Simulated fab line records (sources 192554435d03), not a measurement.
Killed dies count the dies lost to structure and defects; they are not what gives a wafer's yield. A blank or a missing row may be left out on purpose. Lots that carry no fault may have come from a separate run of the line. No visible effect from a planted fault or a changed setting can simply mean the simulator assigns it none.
Struck lot and sound lot, side by side :: flow n5_finfet :: 19 out of 1938 route steps
Sound: these wafers, L498.1, L498.2, L498.6. Struck: wafer L496.1 (left out: L496.6, a lot-mate that was not struck); the cause follows at the end.
Order at every step that has rows: each side's tool, ch and its chambers, its first start. Under that, the readings that differ: sound wafers :: struck wafers :: difference of the means :: sigmas: that difference in standard deviations of wafers without a fault.
alike: same words and numbers on both sides, and readings whose means sit less than 2 such deviations apart. not compared: any withheld reading, any reading some wafer has no value for, any bound like >300 that may hide the same value, and any number with overlapping values for which the record gives no deviation.
A row with sigmas, a row that says differs or no value, or rows on one side alone: a step with any of these is where the two part. Numbers that don't overlap but have no deviation are shown without sigmas and don't part them. A reading missing from all wafers of one side parts the sides only when that side holds two or more wafers.

first, 2 steps without rows for these wafers: N5_BEOL_M12_ETCH_68 (etches SOC in N2/H2, time 285 s); N5_BEOL_M12_STRIP_69 (strips in N2/H2).
N5_BEOL_M12_TRENCH_ETCH_34: etches SiOC in C4F8/O2/Ar, target depth 318.95 nm, time 125.5 s.
  sound on rie_diel-02 ch 0,3, day 15 11:54; struck on rie_diel-06 ch 3, day 14 11:00
reading: O2_flow_sccm (sccm)
sound: 7.984 7.995 7.988
struck: 8.042
difference: +0.053
sigmas: +2

reading: drypump_motor_current_A (A)
sound: 5.4 5.4 5.4
struck: 6.6
difference: +1.2
sigmas: +3
  alike: chamber_pressure_mTorr, he_outer_torr, oes_product_au, rf_vpp_V, showerhead_plenum_p_Torr, throttle_valve_pct
  not compared: rf_hours_counter_h
then, 1 step without rows for these wafers: N5_BEOL_M12_STRIP_70 (strips in C4F8/O2/Ar).
N5_BEOL_M12_OCD_MEAS_35:
  sound on ocd-01 at day 15 12:03; struck on ocd-02 at day 14 11:10
  alike: trench_depth_nm
N5_BEOL_M12_STRIP_37: strips in N2/H2.
  sound on plasma_asher-02 ch 0,1, day 15 12:05; struck on plasma_asher-02 ch 0, day 14 11:12
  alike: drypump_motor_current_A, heater_power_w, oes_product_au
  not compared: rf_hours_counter_h
N5_BEOL_M12_ETCH_38: etches SiCN in CF4/N2, target depth 68.7 nm, time 73.4 s.
  sound on rie_diel-02 ch 0,2, day 15 14:07; struck on rie_diel-02 ch 0, day 14 13:10
  alike: chamber_pressure_mTorr, drypump_motor_current_A, oes_product_au, rf_vpp_V, showerhead_plenum_p_Torr, throttle_valve_pct
  not compared: rf_hours_counter_h
then, 2 steps without rows for these wafers: N5_BEOL_M12_PRECLEAN_39 (cleans in residue remover, time 60 s); N5_BEOL_M12_SRD_40 (time 30 s, dry time 30 s).
N5_BEOL_M12_DEGAS_41: time 60 s.
  sound on pvd_sputter-02 at day 15 14:32; struck on pvd_sputter-01 at day 14 13:44
  alike: heater_power_w
then, 2 steps without rows for these wafers: N5_BEOL_M12_PRE_CLEAN_42 (time 30 s); N5_BEOL_M12_SPUTTER_43 (material TaN, target thk 15 nm, time 24.19 s).
N5_BEOL_M12_SPUTTER_44: material Ta, target thk 10 nm, time 16.13 s.
  sound on pvd_sputter-02 at day 15 14:42; struck on pvd_sputter-01 at day 14 13:53
reading: model.Ta_of_BEOL_M12_SPUTTER_44.thk_nm (nm)
sound: 10 9.8 9.8
struck: 16
difference: +6
sigmas: 
  alike: bias_v, throttle_valve_pct
N5_BEOL_M12_SPUTTER_45: material Cu, target thk 80 nm, time 13.33 s.
  sound on pvd_sputter-02 at day 15 14:47; struck on pvd_sputter-01 at day 14 13:58
  alike: bias_v, chuck_gas_flow_sccm, throttle_valve_pct
then, 2 steps without rows for these wafers: N5_BEOL_M12_ECD_47 (material Cu, target thk 720 nm); N5_BEOL_M12_ANNEAL_48 (time 90 s).
N5_BEOL_M12_CMP_49: polishes, stops on SiOC, t overpolish 20.6 s, target thk 320 nm.
  sound on cmp-03 ch 0,3, day 15 15:21; struck on cmp-01 ch 3, day 14 14:38
reading: barrier_field_endpoint_s (s)
sound: 30.5 29.0 30.1
struck: 36.7
difference: +6.8
sigmas: +9
  alike: motor_current_A, slurry_filter_dp_kPa
N5_BEOL_M12_THK_MEAS_50: measures by xrf.
  sound on film_metro-01 at day 15 15:39; struck on film_metro-01 at day 14 14:56
  alike: M12_THK
N5_PASSIVATION_PROBE_49:
  sound on prober-02 at day 16 21:29; struck on prober-02 at day 16 00:44
reading: killed_at_other
sound: 4 2 3
struck: 12
difference: +9
sigmas: +3
  alike: defect_limited_yield, killed_at_M0_to_M3, killed_at_M4_up, killed_at_contacts, killed_at_front_end, killed_dies, killed_open, killed_short, sort_bin_5_function, sort_bin_6_memory, sort_n_pass, sort_yield_pct

WHERE THEY PART
First at N5_BEOL_M12_TRENCH_ETCH_34; last, within this record, at N5_PASSIVATION_PROBE_49.

WHY: what the simulator had put in
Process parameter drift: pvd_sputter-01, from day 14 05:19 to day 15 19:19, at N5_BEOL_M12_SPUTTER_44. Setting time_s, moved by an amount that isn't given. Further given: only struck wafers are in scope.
